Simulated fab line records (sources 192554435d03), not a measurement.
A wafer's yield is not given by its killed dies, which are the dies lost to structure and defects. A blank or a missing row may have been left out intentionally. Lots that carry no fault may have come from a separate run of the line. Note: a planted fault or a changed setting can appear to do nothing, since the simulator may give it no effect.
Chamber matching | flow n5 finfet | N5_MOL_CONTACT_COAG_CONTACT_ETCH_14 on rie diel-02: 4 sister chambers
The step etches SiO2 in C4F6/O2, target depth 27.5 nm, overetch 8.5 nm, time 20 s. 16 wafers are shown with their chamber, then 8 later ones without.

== EACH WAFER AND ITS CHAMBER ==
wafer  | chamber | drypump motor current A (A) | showerhead plenum p Torr (Torr) | throttle valve pct (%)
L074.3 | 2       | 5.7                         | 2.84                            | 21.43
L074.4 | 0       | 5.3                         | 2.89                            | 21.39
L074.6 | 1       | 6.1                         | 2.79                            | 21.35
L075.1 | 0       | 5.2                         | 2.89                            | 21.37
L075.3 | 1       | 6.1                         | 2.79                            | 21.33
L075.5 | 2       | 5.7                         | 2.84                            | 21.41
L079.2 | 0       | 5.2                         | 2.88                            | 21.41
L079.3 | 2       | 5.7                         | 2.83                            | 21.47
L079.6 | 2       | 5.7                         | 2.83                            | 21.44
L082.4 | 1       | 6.1                         | 2.78                            | 21.36
L082.5 | 3       | 5.9                         | 3.02                            | 20.95
L082.6 | 2       | 5.7                         | 2.83                            | 21.46
L083.3 | 2       | 5.7                         | 2.83                            | 21.46
L083.4 | 1       | 6.1                         | 2.78                            | 21.36
L083.6 | 1       | 6.1                         | 2.78                            | 21.36
L086.1 | 2       | 5.7                         | 2.83                            | 21.45

SIGNATURES (means of the wafers above)
reading                  | chamber 0 | chamber 1 | chamber 2 | chamber 3 | scatter within a chamber
drypump motor current A  | 5.233     | 6.100     | 5.700     | 5.900     | 0.0236
showerhead plenum p Torr | 2.8867    | 2.7840    | 2.8329    | 3.0200    | 0.00524
throttle valve pct       | 21.3900   | 21.3520   | 21.4457   | 20.9500   | 0.0184
Rule: a wafer lies at a distance from a chamber equal to the root of the sum of squares, over the readings, of (its reading less the chamber's mean, divided by the reading's scatter). If the next closest chamber is less than 2 further off than the closest, the wafer can't be placed; otherwise it belongs to the closest. The scatter: the root of (the sum of the squares of (reading less its chamber's mean) over the shown wafers, divided by (wafers less chambers)).

== WAFERS MISSING THEIR CHAMBER ==
wafer  | drypump motor current A (A) | showerhead plenum p Torr (Torr) | throttle valve pct (%)
L086.2 | 5.2                         | 2.88                            | 21.42
L086.3 | 5.9                         | 3.02                            | 20.96
L089.3 | 5.7                         | 2.82                            | 21.48
L089.4 | 5.3                         | 2.87                            | 21.44
L089.6 | 5.2                         | 2.87                            | 21.42
L090.2 | 6.2                         | 2.77                            | 21.38
L090.4 | 5.2                         | 2.87                            | 21.44
L090.6 | 6.2                         | 2.77                            | 21.38

== EACH ONE'S CHAMBER ==
wafer  | from the rows above | in truth
L086.2 | 0                   | 0
L086.3 | 3                   | 3
L089.3 | 2                   | 2
L089.4 | 0                   | 0
L089.6 | 0                   | 0
L090.2 | 1                   | 1
L090.4 | 0                   | 0
L090.6 | 1                   | 1
8 of 8 placed correctly. Not placeable from these rows: 0. 0 placed wrongly.
